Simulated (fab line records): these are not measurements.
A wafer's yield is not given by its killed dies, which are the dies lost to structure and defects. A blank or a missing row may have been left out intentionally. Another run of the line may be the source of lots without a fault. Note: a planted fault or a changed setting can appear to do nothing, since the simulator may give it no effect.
What tool caused it?	flow n5_finfet	72 wafers from 24 lots sampled at 5 of the route's 1938 steps

== WHAT EACH GAUGE READ, for each wafer ==
N5_BEOL_M1_CD_MEAS_18: pitch 36 nm, target cd 18 nm. Usual: cd_nm at 18.0 nm, with a standard deviation of 0.34.
lot	measured	on	cd_nm (nm)	flag
L074	day 6 02:44	cd_sem-01	17.6 17.9 18.0	
L075	day 6 05:15	cd_sem-03	18.3 17.6 17.8	
L076	day 6 17:59	cd_sem-03	18.0 17.5 17.7	
L077	day 6 18:14	cd_sem-03	18.2 18.1 17.9	
L078	day 6 23:02	cd_sem-01	18.1 18.1 18.2	
L079	day 7 08:19	cd_sem-02	18.5 18.0 18.2	
L080	day 7 19:17	cd_sem-01	17.5 18.2 18.4	
L081	day 7 23:48	cd_sem-01	18.5 18.1 17.9	
L082	day 8 03:13	cd_sem-01	17.2 18.0 17.9	
L083	day 8 06:35	cd_sem-03	17.4 17.4 17.7	
L084	day 8 12:35	cd_sem-02	18.4 18.3 18.6	
L085	day 8 17:34	cd_sem-03	17.4 17.4 17.8	
L086	day 9 04:47	cd_sem-02	18.1 17.9 17.6	
L087	day 9 13:30	cd_sem-03	17.8 18.1 17.7	
L088	day 9 17:31	cd_sem-02	18.4 17.6 18.4	
L089	day 10 02:17	cd_sem-03	18.6 18.4 18.1	
L090	day 10 03:22	cd_sem-03	18.1 17.8 17.9	
L091	day 10 12:55	cd_sem-03	18.1 18.0 17.9	
L093	day 10 21:43	cd_sem-03	18.1 18.0 18.1	
L092	day 11 03:52	cd_sem-01	18.3 18.6 18.6	
L094	day 11 08:00	cd_sem-02	18.7 18.2 18.1	
L095	day 11 10:23	cd_sem-01	18.1 18.3 17.8	
L096	day 11 20:02	cd_sem-03	17.3 17.9 18.0	
L097	day 11 20:17	cd_sem-02	17.8 18.0 17.7	

== TOOL THAT RAN EACH LOT (tool first, then ch and the chambers of the sampled wafers, then the start) ==
lot	N5_BEOL_M0_ANNEAL_119	N5_BEOL_M0_CO_CAP_123	N5_BEOL_M1_STRIP_66	N5_BEOL_M1_HM_OPEN_17
L074	rtp_anneal-01 ch 0, day 6 00:25	cvd_co-01 ch 2, day 6 01:04	rie_diel-01 ch 0,3, day 6 02:30	rie_metal-01 ch 0,1, day 6 02:33
L075	rtp_anneal-01 ch 0, day 6 01:32	cvd_co-01 ch 0,2, day 6 02:13	rie_diel-01 ch 0,1, day 6 04:50	rie_metal-03 ch 0,1, day 6 04:52
L076	rtp_anneal-01 ch 0, day 6 13:17	cvd_co-02 ch 0,1, day 6 13:56	rie_diel-06 ch 1,2, day 6 17:38	rie_metal-03 ch 0,1, day 6 17:41
L077	rtp_anneal-01 ch 0, day 6 14:56	cvd_co-02 ch 0,2, day 6 15:33	rie_diel-01 ch 2,3, day 6 17:56	rie_metal-02 ch 0,1, day 6 17:59
L078	rtp_anneal-02 ch 0, day 6 19:34	cvd_co-01 ch 1,2, day 6 20:31	rie_diel-01 ch 0,2, day 6 22:49	rie_metal-01 ch 0,1, day 6 22:51
L079	rtp_anneal-02 ch 0, day 7 05:21	cvd_co-02 ch 0,1, day 7 06:01	rie_diel-06 ch 0,1,3, day 7 08:05	rie_metal-03 ch 0,1, day 7 08:08
L080	rtp_anneal-01 ch 0, day 7 15:04	cvd_co-02 ch 0,1, day 7 15:44	rie_diel-03 ch 0,2, day 7 18:56	rie_metal-03 ch 0,1, day 7 18:59
L081	rtp_anneal-02 ch 0, day 7 21:26	cvd_co-02 ch 0,1,2, day 7 22:07	rie_diel-06 ch 0,2, day 7 23:35	rie_metal-02 ch 0,1, day 7 23:39
L082	rtp_anneal-01 ch 0, day 7 23:59	cvd_co-01 ch 1,2, day 8 00:39	rie_diel-01 ch 0,2,3, day 8 02:59	rie_metal-03 ch 0,1, day 8 03:02
L083	rtp_anneal-01 ch 0, day 8 00:37	cvd_co-01 ch 0,1,2, day 8 01:17	rie_diel-03 ch 0,1, day 8 06:19	rie_metal-03 ch 0,1, day 8 06:22
L084	rtp_anneal-01 ch 0, day 8 08:20	cvd_co-01 ch 0,1, day 8 09:01	rie_diel-06 ch 0,2,3, day 8 12:22	rie_metal-02 ch 0,1, day 8 12:26
L085	rtp_anneal-01 ch 0, day 8 13:42	cvd_co-01 ch 0,1,2, day 8 14:23	rie_diel-03 ch 1,3, day 8 17:20	rie_metal-02 ch 0,1, day 8 17:24
L086	rtp_anneal-01 ch 0, day 9 01:49	cvd_co-01 ch 0,1,2, day 9 02:29	rie_diel-03 ch 2,3, day 9 04:34	rie_metal-03 ch 0,1, day 9 04:37
L087	rtp_anneal-01 ch 0, day 9 11:02	cvd_co-01 ch 0,1,2, day 9 11:38	rie_diel-03 ch 0,1,3, day 9 13:16	rie_metal-03 ch 0,1, day 9 13:20
L088	rtp_anneal-02 ch 0, day 9 14:19	cvd_co-01 ch 1,2, day 9 14:59	rie_diel-03 ch 0,1,3, day 9 17:18	rie_metal-02 ch 0,1, day 9 17:20
L089	rtp_anneal-01 ch 0, day 9 21:49	cvd_co-02 ch 0,1, day 9 22:26	rie_diel-03 ch 1,3, day 10 02:04	rie_metal-03 ch 0,1, day 10 02:07
L090	rtp_anneal-02 ch 0, day 10 00:36	cvd_co-02 ch 0,1, day 10 01:17	rie_diel-06 ch 0,3, day 10 03:02	rie_metal-02 ch 1, day 10 03:05
L091	rtp_anneal-02 ch 0, day 10 10:49	cvd_co-01 ch 0,2, day 10 11:25	rie_diel-03 ch 0,1, day 10 12:41	rie_metal-03 ch 0,1, day 10 12:46
L093	rtp_anneal-02 ch 0, day 10 18:40	cvd_co-01 ch 0,2, day 10 19:17	rie_diel-03 ch 0,1,3, day 10 21:29	rie_metal-03 ch 0, day 10 21:32
L092	rtp_anneal-02 ch 0, day 11 00:57	cvd_co-01 ch 0,1,2, day 11 01:37	rie_diel-01 ch 1,2,3, day 11 03:39	rie_metal-01 ch 0,1, day 11 03:41
L094	rtp_anneal-01 ch 0, day 11 05:32	cvd_co-02 ch 0,1,2, day 11 06:07	rie_diel-01 ch 1,2,3, day 11 07:42	rie_metal-01 ch 0,1, day 11 07:47
L095	rtp_anneal-01 ch 0, day 11 05:56	cvd_co-02 ch 0,1, day 11 07:02	rie_diel-06 ch 0,2, day 11 10:08	rie_metal-02 ch 0,1, day 11 10:11
L096	rtp_anneal-01 ch 0, day 11 13:56	cvd_co-02 ch 0,1,2, day 11 14:37	rie_diel-03 ch 0,3, day 11 19:40	rie_metal-02 ch 0,1, day 11 19:42
L097	rtp_anneal-01 ch 0, day 11 14:36	cvd_co-02 ch 0,1,2, day 11 15:16	rie_diel-01 ch 0,1, day 11 20:01	rie_metal-02 ch 0,1, day 11 20:04
- N5_BEOL_M0_ANNEAL_119: time 90 s.
- N5_BEOL_M0_CO_CAP_123: material Co, precursor CCTBA/H2, target thk 2 nm, time 102.1 s.
- N5_BEOL_M1_STRIP_66: strips in CF4.
- N5_BEOL_M1_HM_OPEN_17: chemistry Cl2/BCl3, target TiN, target depth 20 nm, overetch 6 nm.

== AS READ BY THE TOOLS THEMSELVES (means over the sampled wafers that have a number; for cases with no such wafer, the mark the record gives instead) ==
N5_BEOL_M0_ANNEAL_119. Usual: wafer_temp_C_max at 226.1, with a standard deviation of 0.67.
lot	tool	wafer_temp_C_max	flag
L074	rtp_anneal-01	225.7	
L075	rtp_anneal-01	225.6	
L076	rtp_anneal-01	225.6	
L077	rtp_anneal-01	225.8	
L078	rtp_anneal-02	226.9	
L079	rtp_anneal-02	226.9	
L080	rtp_anneal-01	225.6	
L081	rtp_anneal-02	227.0	
L082	rtp_anneal-01	225.8	
L083	rtp_anneal-01	225.7	
L084	rtp_anneal-01	225.7	
L085	rtp_anneal-01	225.7	
L086	rtp_anneal-01	225.5	
L087	rtp_anneal-01	225.5	
L088	rtp_anneal-02	226.5	
L089	rtp_anneal-01	225.8	
L090	rtp_anneal-02	227.0	
L091	rtp_anneal-02	227.0	
L093	rtp_anneal-02	227.0	
L092	rtp_anneal-02	226.8	
L094	rtp_anneal-01	225.9	
L095	rtp_anneal-01	225.5	
L096	rtp_anneal-01	226.0	
L097	rtp_anneal-01	225.7	

N5_BEOL_M0_CO_CAP_123. Usual: heater_power_w at 237 W, with a standard deviation of 11.
lot	tool	heater_power_w (W)	flag
L074	cvd_co-01	237	
L075	cvd_co-01	239	
L076	cvd_co-02	222	
L077	cvd_co-02	235	
L078	cvd_co-01	239	
L079	cvd_co-02	222	
L080	cvd_co-02	230	
L081	cvd_co-02	236	
L082	cvd_co-01	239	
L083	cvd_co-01	238	
L084	cvd_co-01	237	
L085	cvd_co-01	237	
L086	cvd_co-01	239	
L087	cvd_co-01	238	
L088	cvd_co-01	238	
L089	cvd_co-02	226	
L090	cvd_co-02	221	
L091	cvd_co-01	243	
L093	cvd_co-01	242	
L092	cvd_co-01	238	
L094	cvd_co-02	235	
L095	cvd_co-02	226	
L096	cvd_co-02	231	
L097	cvd_co-02	234	

N5_BEOL_M1_STRIP_66. Usual: drypump_motor_current_A 5.7 A, standard deviation 0.55; oes_product_au 0.78 a.u., standard deviation 0.09; rf_vpp_V 271.5 V, standard deviation 1.4; showerhead_plenum_p_Torr 1.80 Torr, standard deviation 0.049; throttle_valve_pct 13.57 %, standard deviation 0.29.
lot	tool	drypump_motor_current_A (A)	oes_product_au (a.u.)	rf_vpp_V (V)	showerhead_plenum_p_Torr (Torr)	throttle_valve_pct (%)	flag
L074	rie_diel-01	5.7	0.75	270.0	1.75	13.71	
L075	rie_diel-01	5.1	0.75	271.8	1.83	13.77	
L076	rie_diel-06	5.0	0.85	270.2	1.76	13.21	
L077	rie_diel-01	6.0	0.79	271.1	1.79	13.59	
L078	rie_diel-01	5.7	0.78	271.2	1.82	13.67	
L079	rie_diel-06	5.6	0.76	271.0	1.79	13.65	
L080	rie_diel-03	6.6	0.68	271.8	1.80	13.80	
L081	rie_diel-06	5.4	0.84	270.5	1.74	13.26	
L082	rie_diel-01	5.7	0.76	271.0	1.78	13.71	
L083	rie_diel-03	6.2	0.74	272.8	1.83	13.47	
L084	rie_diel-06	5.6	0.81	271.8	1.78	13.44	
L085	rie_diel-03	5.5	0.76	272.1	1.84	13.66	
L086	rie_diel-03	6.2	0.68	271.9	1.79	13.91	
L087	rie_diel-03	5.9	0.86	271.1	1.83	13.39	
L088	rie_diel-03	5.9	0.85	272.8	1.83	13.38	
L089	rie_diel-03	5.6	0.82	272.0	1.83	13.48	
L090	rie_diel-06	5.9	0.77	271.9	1.82	13.65	
L091	rie_diel-03	6.0	0.90	271.3	1.82	13.22	
L093	rie_diel-03	5.9	0.83	272.6	1.83	13.41	
L092	rie_diel-01	5.6	0.73	271.1	1.79	13.69	
L094	rie_diel-01	5.6	0.72	271.6	1.79	13.69	
L095	rie_diel-06	5.8	0.78	269.1	1.72	13.55	
L096	rie_diel-03	5.8	0.76	272.1	1.83	13.63	
L097	rie_diel-01	4.9	0.70	272.5	1.83	13.77	

N5_BEOL_M1_HM_OPEN_17. Usual: drypump_motor_current_A 5.92 A, standard deviation 0.27; oes_ar_750_au 0.68 a.u., standard deviation 0.11; oes_product_au 0.61 a.u., standard deviation 0.096; throttle_valve_pct 22.26 %, standard deviation 0.16.
lot	tool	drypump_motor_current_A (A)	oes_ar_750_au (a.u.)	oes_product_au (a.u.)	throttle_valve_pct (%)	flag
L074	rie_metal-01	6.21	0.66	0.57	22.30	
L075	rie_metal-03	6.09	0.67	0.60	22.20	
L076	rie_metal-03	6.08	0.67	0.60	22.20	
L077	rie_metal-02	5.67	0.59	0.53	22.44	
L078	rie_metal-01	6.19	0.66	0.58	22.32	
L079	rie_metal-03	6.04	0.72	0.64	22.17	
L080	rie_metal-03	6.03	0.72	0.64	22.18	
L081	rie_metal-02	5.57	0.60	0.54	22.33	
L082	rie_metal-03	6.08	0.66	0.59	22.22	
L083	rie_metal-03	6.05	0.72	0.64	22.18	
L084	rie_metal-02	5.66	0.58	0.51	22.48	
L085	rie_metal-02	5.67	0.58	0.52	22.46	
L086	rie_metal-03	6.03	0.71	0.63	22.19	
L087	rie_metal-03	6.07	0.65	0.58	22.23	
L088	rie_metal-02	5.66	0.58	0.51	22.48	
L089	rie_metal-03	6.07	0.65	0.58	22.24	
L090	rie_metal-02	5.46	0.60	0.54	22.24	
L091	rie_metal-03	6.05	0.70	0.63	22.19	
L093	rie_metal-03	6.15	0.59	0.53	22.27	
L092	rie_metal-01	6.23	0.80	0.68	22.03	
L094	rie_metal-01	6.27	0.80	0.69	22.03	
L095	rie_metal-02	5.67	0.82	0.73	22.40	
L096	rie_metal-02	5.57	0.70	0.62	22.33	
L097	rie_metal-02	5.57	0.70	0.62	22.34	

== THE ANSWER, worked out from the rows above alone ==
Rule: a lot counts as off when the mean over its wafers that have a number is more than 3 standard deviations away from the usual mean. A lot without any number at a reading at which 4 lots or more have one is off too. Any other lot the step has rows for is counted as sound. First the gauges in route order, then the tools' own readings, where a lot's mean is used as printed above. The first step at which some lot is off is used, and at that step the reading that is off furthest; a lot without a number counts as furthest.
No lot is off at any reading shown: from this, nothing can be told.

== WHAT HAD BEEN PUT IN BY THE SIMULATOR ==
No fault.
